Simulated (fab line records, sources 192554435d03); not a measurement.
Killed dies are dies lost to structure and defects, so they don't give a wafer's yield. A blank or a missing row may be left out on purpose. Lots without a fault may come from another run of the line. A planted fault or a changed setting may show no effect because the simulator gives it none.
fab line records | flow n5_finfet | part 2 of 2: steps 6 to 6 of 6
record lots=10 wafers=30 last_day=17
route steps=1938 shown MOL_CONTACT_COAG@530 BEOL_M4@1111 PASSIVATION@1936
lots that met no fault: from a run of the same line without faults
start_h: hours from the record's first day to the start of the lot's first wafer shown | wait_h: hours since the lot's step before | " the same as in the row above | L1.1+2: a row that stands for several wafers | - no value, or no start given | * or withheld: withheld | < > ~ a bound
route shown NAME@n: a module of which the file shows steps, and the number in the route of the first | usual: mean/standard deviation of fault-free wafers | same: alike in all rows | chamber/n: place in a boat | sites: the reading at each site | _std_site: their standard deviation | _edge_site: outer sites' mean less inner sites' | radius_mm: how far each site lies from the wafer's centre | mask NAME#n: copy n | behind: the tool/chamber that last shaped the wafer | hold: why the lot was held/for how many hours/how that ended | device: the transistor (n, p or np) that didn't switch | end of line: the same wafers' tests at the end of the route | a step without rows: its recipe alone | killed: dies lost to structure and defects at the first sort, not the wafer's yield | map: a wafer's dies, x killed, . not, _ none there
set.NAME: the setting as run; set.NAME@STEP: as run at that earlier step | model.NAME: the simulator's own value behind a step, which no gauge read
steps of the route over a sample of lots; a table a step, a row a wafer
services: from which hour (start_h, from the record's first day; less than 0 if before it) a tool's chamber was out of use, for how many hours, and why
## steps
# step N5_PASSIVATION_PROBE_49
# usual defect_limited_yield=91.0/1.4 killed_at_M0_to_M3=35/10 killed_at_M4_up=14/5.5 killed_at_contacts=13/5.6 killed_at_front_end=41/11 killed_at_other=4/3.4 killed_dies=106/16 killed_open=68/12 killed_short=35/7.3 sort_bin_4_leakage=0.3/2.1 sort_bin_5_function=5.3/0.89 sort_bin_6_memory=3.4/0.67 sort_bin_8_speed=0.01/0.11 sort_n_pass=1070/28 sort_yield_pct=90.7/2.4
# same gross_dies=1180 killed_at_back_side=0
# columns lot.wafer tool chamber start_h wait_h defect_limited_yield[%] killed_at_M0_to_M3 killed_at_M4_up killed_at_contacts killed_at_front_end killed_at_other killed_dies killed_open killed_short sort_bin_4_leakage[%] sort_bin_5_function[%] sort_bin_6_memory[%] sort_bin_8_speed[%] sort_n_pass sort_yield_pct[%]
L606.3 prober-01 - 278.83 0.1 90.7 38 11 11 38 12 110 71 34 0 5.3 3.3 0 1070 90.7
L606.4 prober-01 - 278.88 0.2 92.5 26 15 12 35 1 89 65 22 0 4.7 2.5 0 1091 92.5
L606.6 prober-01 - 278.98 0.3 90.3 48 19 5 39 3 114 70 31 0 5.3 3.3 0 1066 90.3
L608.1 prober-01 - 301.42 0.0 90.1 53 15 3 41 5 117 73 39 0 6.1 3.5 0 1063 90.1
L608.4 prober-01 - 301.57 0.2 89.5 38 9 11 64 2 124 81 41 0 6.3 3.8 0 1056 89.5
L608.5 prober-01 - 301.62 0.2 91.5 44 6 16 34 0 100 70 25 0 5.4 2.6 0 1080 91.5
L610.2 prober-02 - 307.37 0.1 89.9 17 21 11 66 4 119 66 45 0 5.9 3.1 0 1061 89.9
L610.3 prober-02 - 307.42 0.1 92.1 16 12 9 55 1 93 68 22 0 5.0 2.8 0 1087 92.1
L610.6 prober-02 - 307.57 0.3 89.3 26 13 17 63 7 126 66 48 0 5.3 4.4 0 1054 89.3
L614.1 prober-01 - 320.67 0.0 89.3 42 21 6 56 1 126 94 30 0 7.0 3.5 0 1054 89.3
L614.2 prober-01 - 320.72 0.1 91.2 39 23 11 30 1 104 76 24 0 5.6 3.1 0 1076 91.2
L614.3 prober-01 - 320.77 0.1 89.3 26 20 14 64 2 126 83 38 0 5.8 4.5 0 1054 89.3
L613.1 prober-02 - 350.52 0.0 88.7 40 7 9 64 13 133 93 38 0 6.7 4.2 0 1047 88.7
L613.4 prober-02 - 350.67 0.2 89.2 55 9 11 42 10 127 75 50 0 5.9 4.4 0 1053 89.2
L613.5 prober-02 - 350.72 0.2 91.5 41 11 8 36 4 100 65 35 0 5.3 3.0 0 1080 91.5
L619.4 prober-01 - 373.49 0.2 91.7 30 8 11 45 4 98 61 37 0 4.7 3.1 0 1082 91.7
L619.5 prober-01 - 373.54 0.2 88.7 52 7 22 50 2 133 76 56 0 6.7 4.2 0.08 1047 88.7
L620.2 prober-01 - 374.55 0.1 90.3 44 18 17 32 3 114 74 34 0.1 6.4 3.0 0 1065 90.3
L620.3 prober-01 - 374.60 0.1 92.4 27 11 16 36 0 90 60 29 0 4.4 2.9 0 1090 92.4
L620.5 prober-01 - 374.70 0.2 92.5 38 11 14 26 0 89 54 32 0 4.2 3.1 0 1091 92.5
L618.1 prober-02 - 379.38 0.0 92.2 32 10 7 39 4 92 59 31 0 4.9 2.6 0 1088 92.2
L618.2 prober-02 - 379.43 0.1 90.8 31 12 14 51 1 109 60 44 0 5.9 2.6 0 1071 90.8
L618.5 prober-02 - 379.58 0.2 92.0 27 7 12 44 4 94 58 33 0 4.0 3.6 0 1086 92.0
L622.2 prober-02 - 397.65 0.1 92.0 37 12 7 31 7 94 68 25 0.1 4.7 3.2 0 1085 91.9
L622.5 prober-02 - 397.80 0.2 91.4 36 10 11 37 8 102 63 36 0 4.9 3.6 0 1078 91.4
L623.1 prober-01 - 398.03 0.0 90.8 22 13 6 60 7 108 54 52 0 5.8 2.8 0 1072 90.8
L623.2 prober-01 - 398.08 0.1 91.8 28 18 8 39 4 97 65 32 0 4.7 3.1 0 1083 91.8
L623.5 prober-01 - 398.23 0.2 92.2 24 9 9 44 6 92 52 35 0 4.3 3.0 0 1088 92.2
# killed by level:class
L606.3 BEOL_M2:geometric_particle:open=15 MOL_CONTACT_COAG:geometric_particle:open=10 FIN_SAQP:geometric_particle:open=9 BEOL_M3:geometric_particle:open=9 FIN_SAQP:geometric_particle:short=7 MIM_TOP_ETCH:geometric_particle:short=7 GATE_CUT:geometric_particle:short=5 STI_FIN_REVEAL:geometric_particle:open=4
L606.4 MOL_CONTACT_COAG:geometric_particle:open=11 BEOL_M2:geometric_particle:open=9 DUMMY_GATE:geometric_particle:open=6 GATE_CUT:geometric_particle:open=6 GATE_CUT:geometric_particle:short=6 FIN_SAQP:geometric_particle:short=5 STI_FIN_REVEAL:geometric_particle:open=4 BEOL_M0_SAQP:geometric_particle:open=4
L606.6 BEOL_M2:geometric_particle:open=12 BEOL_M1:geometric_particle:open=9 HKMG_FIN:area_etch=8 FIN_SAQP:geometric_particle:short=7 GATE_CUT:geometric_particle:open=7 BEOL_M3:geometric_particle:open=7 BEOL_M5:geometric_particle:open=7 FIN_SAQP:geometric_particle:open=6
L608.1 STI_FIN_REVEAL:geometric_particle:open=13 BEOL_M0_SAQP:geometric_particle:open=11 BEOL_M1:geometric_particle:open=11 DUMMY_GATE:geometric_particle:short=8 BEOL_M0_SAQP:geometric_particle:short=8 BEOL_M1:geometric_particle:short=6 BEOL_M4:geometric_particle:open=5 DUMMY_GATE:geometric_particle:open=5
L608.4 DUMMY_GATE:geometric_particle:open=15 STI_FIN_REVEAL:geometric_particle:open=13 MOL_CONTACT_COAG:geometric_particle:open=9 BEOL_M0_SAQP:geometric_particle:short=9 BEOL_M0_SAQP:geometric_particle:open=8 BEOL_M2:geometric_particle:open=7 FIN_SAQP:geometric_particle:short=6 GATE_CUT:geometric_particle:open=5
L608.5 MOL_CONTACT_COAG:geometric_particle:open=12 BEOL_M1:geometric_particle:open=10 BEOL_M0_SAQP:geometric_particle:open=10 BEOL_M3:geometric_particle:open=8 STI_FIN_REVEAL:geometric_particle:open=7 FIN_SAQP:geometric_particle:short=6 BEOL_M0_SAQP:geometric_particle:short=6 BEOL_M2:geometric_particle:open=5
L610.2 FIN_SAQP:geometric_particle:short=23 FIN_SAQP:geometric_particle:open=16 BEOL_M4:geometric_particle:open=13 MOL_CONTACT_COAG:geometric_particle:open=8 GATE_CUT:geometric_particle:open=6 HKMG_FIN:area_etch=6 STI_FIN_REVEAL:geometric_particle:open=5 BEOL_M2:geometric_particle:open=5
L610.3 FIN_SAQP:geometric_particle:open=24 FIN_SAQP:geometric_particle:short=10 MOL_CONTACT_COAG:geometric_particle:open=8 BEOL_M0_SAQP:geometric_particle:open=5 STARTING-WAFER:geometric_particle:open=5 DUMMY_GATE:geometric_particle:open=4 BEOL_M2:geometric_particle:open=4 STI_FIN_REVEAL:geometric_particle:open=3
L610.6 FIN_SAQP:geometric_particle:short=12 MOL_CONTACT_COAG:geometric_particle:open=12 FIN_SAQP:geometric_particle:open=8 BEOL_M2:geometric_particle:open=8 HKMG_FIN:area_etch=7 STI_FIN_REVEAL:geometric_particle:open=5 GATE_CUT:geometric_particle:short=5 MOL_CONTACT_COAG:geometric_particle:short=5
L614.1 FIN_SAQP:geometric_particle:open=19 BEOL_M4:geometric_particle:open=11 BEOL_M1:geometric_particle:open=10 STI_FIN_REVEAL:geometric_particle:open=9 BEOL_M0_SAQP:geometric_particle:open=8 GATE_CUT:geometric_particle:short=7 BEOL_M0_SAQP:geometric_particle:short=7 FIN_SAQP:geometric_particle:short=6
L614.2 BEOL_M4:geometric_particle:open=13 MOL_CONTACT_COAG:geometric_particle:open=9 BEOL_M1:geometric_particle:open=8 FIN_SAQP:geometric_particle:open=7 BEOL_M3:geometric_particle:open=7 BEOL_M0_SAQP:geometric_particle:short=6 FIN_SAQP:geometric_particle:short=5 GATE_CUT:geometric_particle:open=5
L614.3 FIN_SAQP:geometric_particle:open=18 STI_FIN_REVEAL:geometric_particle:open=12 MOL_CONTACT_COAG:geometric_particle:open=9 BEOL_M4:geometric_particle:open=9 FIN_SAQP:geometric_particle:short=8 DUMMY_GATE:geometric_particle:open=7 BEOL_M1:geometric_particle:open=6 MOL_CONTACT_COAG:geometric_particle:short=5
L613.1 STI_FIN_REVEAL:geometric_particle:open=18 FIN_SAQP:geometric_particle:open=11 BEOL_M1:geometric_particle:open=11 BEOL_M3:geometric_particle:open=10 DUMMY_GATE:geometric_particle:open=9 GATE_CUT:geometric_particle:short=8 FIN_SAQP:geometric_particle:short=7 MOL_CONTACT_COAG:geometric_particle:open=7
L613.4 BEOL_M0_SAQP:geometric_particle:short=18 FIN_SAQP:geometric_particle:short=11 BEOL_M1:geometric_particle:open=11 FIN_SAQP:geometric_particle:open=10 MOL_CONTACT_COAG:geometric_particle:open=9 BEOL_M0_SAQP:geometric_particle:open=8 DUMMY_GATE:geometric_particle:open=6 BEOL_M0:geometric_particle:open=4
L613.5 BEOL_M0_SAQP:geometric_particle:open=11 STI_FIN_REVEAL:geometric_particle:open=10 BEOL_M1:geometric_particle:open=10 MOL_CONTACT_COAG:geometric_particle:open=7 BEOL_M1:geometric_particle:short=7 DUMMY_GATE:geometric_particle:open=6 FIN_SAQP:geometric_particle:short=5 BEOL_M0_SAQP:geometric_particle:short=5
L619.4 FIN_SAQP:geometric_particle:open=11 MOL_CONTACT_COAG:geometric_particle:open=9 STI_FIN_REVEAL:geometric_particle:open=7 BEOL_M4:geometric_particle:open=7 BEOL_M0_SAQP:geometric_particle:short=6 FIN_SAQP:geometric_particle:short=5 BEOL_M2:geometric_particle:open=5 BEOL_M3:geometric_particle:open=5
L619.5 BEOL_M0_SAQP:geometric_particle:short=20 MOL_CONTACT_COAG:geometric_particle:open=18 FIN_SAQP:geometric_particle:open=11 GATE_CUT:geometric_particle:short=9 BEOL_M0_SAQP:geometric_particle:open=9 FIN_SAQP:geometric_particle:short=8 BEOL_M1:geometric_particle:open=7 BEOL_M2:geometric_particle:open=6
L620.2 BEOL_M0_SAQP:geometric_particle:open=14 MOL_CONTACT_COAG:geometric_particle:open=13 BEOL_M0_SAQP:geometric_particle:short=11 STI_FIN_REVEAL:geometric_particle:open=10 BEOL_M2:geometric_particle:open=6 BEOL_M3:geometric_particle:open=6 BEOL_M4:geometric_particle:open=6 STI_FIN_REVEAL:geometric_particle:short=4
L620.3 MOL_CONTACT_COAG:geometric_particle:open=12 STI_FIN_REVEAL:geometric_particle:open=10 BEOL_M0_SAQP:geometric_particle:open=9 FIN_SAQP:geometric_particle:open=7 BEOL_M4:geometric_particle:open=6 BEOL_M0_SAQP:geometric_particle:short=5 FIN_SAQP:geometric_particle:short=4 MOL_CONTACT_COAG:geometric_particle:short=4
L620.5 MOL_CONTACT_COAG:geometric_particle:open=12 BEOL_M0_SAQP:geometric_particle:short=11 BEOL_M3:geometric_particle:open=10 GATE_CUT:geometric_particle:short=9 BEOL_M0_SAQP:geometric_particle:open=9 GATE_CUT:geometric_particle:open=4 FIN_CUT:geometric_particle:short=3 BEOL_M4:geometric_particle:open=3
L618.1 FIN_SAQP:geometric_particle:short=12 BEOL_M1:geometric_particle:open=11 BEOL_M0_SAQP:geometric_particle:open=6 BEOL_M2:geometric_particle:open=6 DUMMY_GATE:geometric_particle:open=5 MOL_CONTACT_COAG:geometric_particle:open=5 STARTING-WAFER:geometric_particle:open=5 GATE_CUT:geometric_particle:short=4
L618.2 GATE_CUT:geometric_particle:short=15 MOL_CONTACT_COAG:geometric_particle:open=11 STI_FIN_REVEAL:geometric_particle:open=9 BEOL_M0_SAQP:geometric_particle:open=7 FIN_SAQP:geometric_particle:short=6 FIN_SAQP:geometric_particle:open=5 BEOL_M0_SAQP:geometric_particle:short=5 BEOL_M2:geometric_particle:open=5
L618.5 GATE_CUT:geometric_particle:short=11 STI_FIN_REVEAL:geometric_particle:open=10 MOL_CONTACT_COAG:geometric_particle:open=8 DUMMY_GATE:geometric_particle:open=6 BEOL_M1:geometric_particle:open=5 STARTING-WAFER:geometric_particle:short=4 GATE_CUT:geometric_particle:open=4 BEOL_M0_SAQP:geometric_particle:short=4
L622.2 BEOL_M1:geometric_particle:open=11 BEOL_M2:geometric_particle:open=9 BEOL_M0_SAQP:geometric_particle:open=7 STI_FIN_REVEAL:geometric_particle:open=6 MOL_CONTACT_COAG:geometric_particle:open=6 DUMMY_GATE:geometric_particle:open=6 BEOL_M3:geometric_particle:open=4 STARTING-WAFER:geometric_particle:open=4
L622.5 BEOL_M1:geometric_particle:open=10 BEOL_M3:geometric_particle:open=8 MOL_CONTACT_COAG:geometric_particle:open=8 STI_FIN_REVEAL:geometric_particle:open=7 FIN_SAQP:geometric_particle:short=5 STI_FIN_REVEAL:geometric_particle:short=4 SPACER0:geometric_particle:open=4 BEOL_M0_SAQP:geometric_particle:short=4
L623.1 FIN_SAQP:geometric_particle:short=26 FIN_SAQP:geometric_particle:open=13 BEOL_M0_SAQP:geometric_particle:short=6 MOL_CONTACT_COAG:geometric_particle:open=5 BEOL_M3:geometric_particle:open=4 DUMMY_GATE:geometric_particle:open=4 BEOL_M4:geometric_particle:short=4 BEOL_M0_SAQP:geometric_particle:open=4
L623.2 BEOL_M0_SAQP:geometric_particle:open=11 FIN_SAQP:geometric_particle:open=9 BEOL_M4:geometric_particle:short=9 STI_FIN_REVEAL:geometric_particle:open=8 GATE_CUT:geometric_particle:open=8 MOL_CONTACT_COAG:geometric_particle:open=7 BEOL_M0_SAQP:geometric_particle:short=7 BEOL_M3:geometric_particle:open=5
L623.5 GATE_CUT:geometric_particle:short=12 MOL_CONTACT_COAG:geometric_particle:open=9 BEOL_M0_SAQP:geometric_particle:open=7 DUMMY_GATE:geometric_particle:open=7 FIN_SAQP:geometric_particle:open=5 FIN_SAQP:geometric_particle:short=5 BEOL_M0_SAQP:geometric_particle:short=5 BEOL_M2:geometric_particle:open=5
## services
# columns tool chamber start_h hours kind
rie_diel-05 2 79.97 7.6 repair
rie_diel-01 3 91.95 1.8 repair
rie_diel-03 3 102.94 20.2 repair
rie_diel-03 2 110.03 1.3 repair
rie_diel-03 - 114.49 14.6 pm
rie_diel-01 3 120.80 2.2 repair
rie_diel-01 1 123.00 5.2 repair
pvd_sputter-01 - 133.40 2.5 repair
rie_diel-01 0 141.30 - clean
rie_diel-01 0 141.30 - consumable_replace:focus_ring
rie_diel-01 0 141.30 18.6 scheduled_down
rie_diel-01 0 141.30 18.6 vent_cycle
implanter-02 - 143.81 3.9 pm
rie_diel-03 1 157.81 - clean
rie_diel-03 1 157.81 - consumable_replace:focus_ring
rie_diel-03 1 157.81 - consumable_replace:showerhead
rie_diel-03 1 157.81 22.6 scheduled_down
rie_diel-03 1 157.81 22.6 vent_cycle
rie_diel-01 2 159.92 - clean
rie_diel-01 2 159.92 - consumable_replace:focus_ring
rie_diel-01 2 159.92 - consumable_replace:showerhead
rie_diel-01 2 159.92 23.7 scheduled_down
rie_diel-01 2 159.92 23.7 vent_cycle
rie_diel-03 0 167.94 1.8 repair
